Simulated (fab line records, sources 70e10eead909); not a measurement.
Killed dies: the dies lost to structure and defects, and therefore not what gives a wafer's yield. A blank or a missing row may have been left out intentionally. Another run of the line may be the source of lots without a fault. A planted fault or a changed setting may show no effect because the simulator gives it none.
Problem report in the 8D (eight disciplines) form, filled by code | flow nand harc | the parts of the form that need people (team, actions taken, sign-off) are left out

1. WHAT IS WRONG
A mean of 577 is read at NHARC_END_SORT_01 for killed at array, taken on 1 wafer of 1 lot, against 27 (standard deviation 10) on wafers free of any fault. That is +55 standard deviations from the usual mean.
First seen on wafer L450.4, day 24 14:00, on prober-01. At this step, 39 wafers from 13 lots have a number in the record. The rule behind "out" and "out of limits": a value lying over 4 standard deviations away from the usual mean. The other wafers with a number count as sound.

2. WHAT IT IS, AND WHAT IT ISN'T
question                    | is                           | is not
which readings at this step | killed at array, killed dies | killed at other, killed at periphery, killed open, killed short
which lots                  | L450                         | L433, L435, L436, L438, L439, L440, L443, L446, L451, L453, L454, L455
which wafers of those lots  | L450.4                       | L450.5, L450.6
read on which gauges        | prober-01                    | prober-02
when                        | from day 24 14:00            | up to then (24 sound wafers); but 14 sound wafers of L450, L451, L453, L454, L455 came after

3. WHAT RULES OUT EACH SUSPECT
Counting: if a tool at a process step up to the reading ran every lot that is out, it stays a suspect. Sound lots after the first of them don't rule it out here, since some wafers of a struck lot are sound.
- the gauge at NHARC_END_SORT_01 is ruled out. All the wafers that are out were read on prober-01, but those of them that NHARC_A_STAIRCASE_TRIM_18 has rows for are out there too, on other tools.
- rie diel-08 at NHARC_A_STAIRCASE_ETCH_13 (etches the open film in C4F8/O2, target depth 100 nm, time 40.5 s): kept. It processed L450, the lot that is out, at day 15 11:05, and its most recent sound lot before then was L443 at day 14 00:19. NHARC_A_STAIRCASE_ETCH_13 gives no start for some lots, so the hours and the order of its lots are those of NHARC_A_STAIRCASE_TRIM_18.
- rie diel-08 at NHARC_A_STAIRCASE_TRIM_18 (chemistry O2, time 211.2 s): kept. It processed L450, the lot that is out, at day 15 11:05, and its most recent sound lot before then was L443 at day 14 00:19. Its own oes product au readings are out on those wafers.
- rie diel-08 at NHARC_A_STAIRCASE_ETCH_19 (etches the open film in C4F8/O2, target depth 100 nm, time 40.5 s): kept. It processed L450, the lot that is out, at day 24 14:00, and its most recent sound lot before then was L443 at day 22 13:23. NHARC_A_STAIRCASE_ETCH_19 gives no start for some lots, so the hours and the order of its lots are those of NHARC_END_SORT_01.
- rie diel-01 at NHARC_A_STAIRCASE_ETCH_25 (etches the open film in C4F8/O2, target depth 100 nm, time 40.5 s): kept. It processed L450, the lot that is out, at day 24 14:00, and its most recent sound lot before then was L440 at day 21 12:47. NHARC_A_STAIRCASE_ETCH_25 gives no start for some lots, so the hours and the order of its lots are those of NHARC_END_SORT_01.
- At NHARC_A_STAIRCASE_TRIM_18, inside rie diel-08: chamber 0 took the wafers that are out, while their sound lot-mates went through chambers 1, 2.
Left after counting: rie diel-08 at NHARC_A_STAIRCASE_ETCH_13, rie diel-08 at NHARC_A_STAIRCASE_TRIM_18, rie diel-08 at NHARC_A_STAIRCASE_ETCH_19, rie diel-01 at NHARC_A_STAIRCASE_ETCH_25.

4. THE CAUSE (what the simulator had put in)
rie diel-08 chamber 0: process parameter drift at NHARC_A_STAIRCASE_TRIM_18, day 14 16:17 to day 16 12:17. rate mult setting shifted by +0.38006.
After counting, 4 suspects remain, this tool included.

5. SEQUENCE OF EFFECTS, ordered by route
Each row: a reading whose mean over the struck wafers that have a number lies more than 3 standard deviations from the usual. Scope: only readings with a usual standard deviation given in the record; hours: median across lots of the time from each lot's start at the first step in this table that gives one to its start at this step; sigmas: change in usual standard deviations.
hours | step                      | reading         | usual      | on struck wafers | change | sigmas
0     | NHARC_A_STAIRCASE_TRIM_18 | oes product au  | 1.004 a.u. | 1.279            | +0.275 | +17
219   | NHARC_END_SORT_01         | killed at array | 27         | 577              | +550   | +55
219   | NHARC_END_SORT_01         | killed dies     | 31         | 578              | +547   | +55
Here are the process steps it includes:
- NHARC_A_STAIRCASE_TRIM_18: chemistry O2, time 211.2 s.

6. WHAT WOULD HAVE CAUGHT IT SOONER
Counted from the fault's start at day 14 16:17, it took 238 hours until the first out-of-limits reading at a measuring or inspecting step in this record, taken at day 24 14:00.
Tool's own readings at NHARC_A_STAIRCASE_TRIM_18, oes product au: out on all struck wafers the step has rows for; an alarm limit on them would have tripped on the first.
Each of the lots that are out, 1 in all, had begun NHARC_A_STAIRCASE_TRIM_18 on rie diel-08 no later than day 24 14:00. None of them would have been spared by holding the tool at that moment.
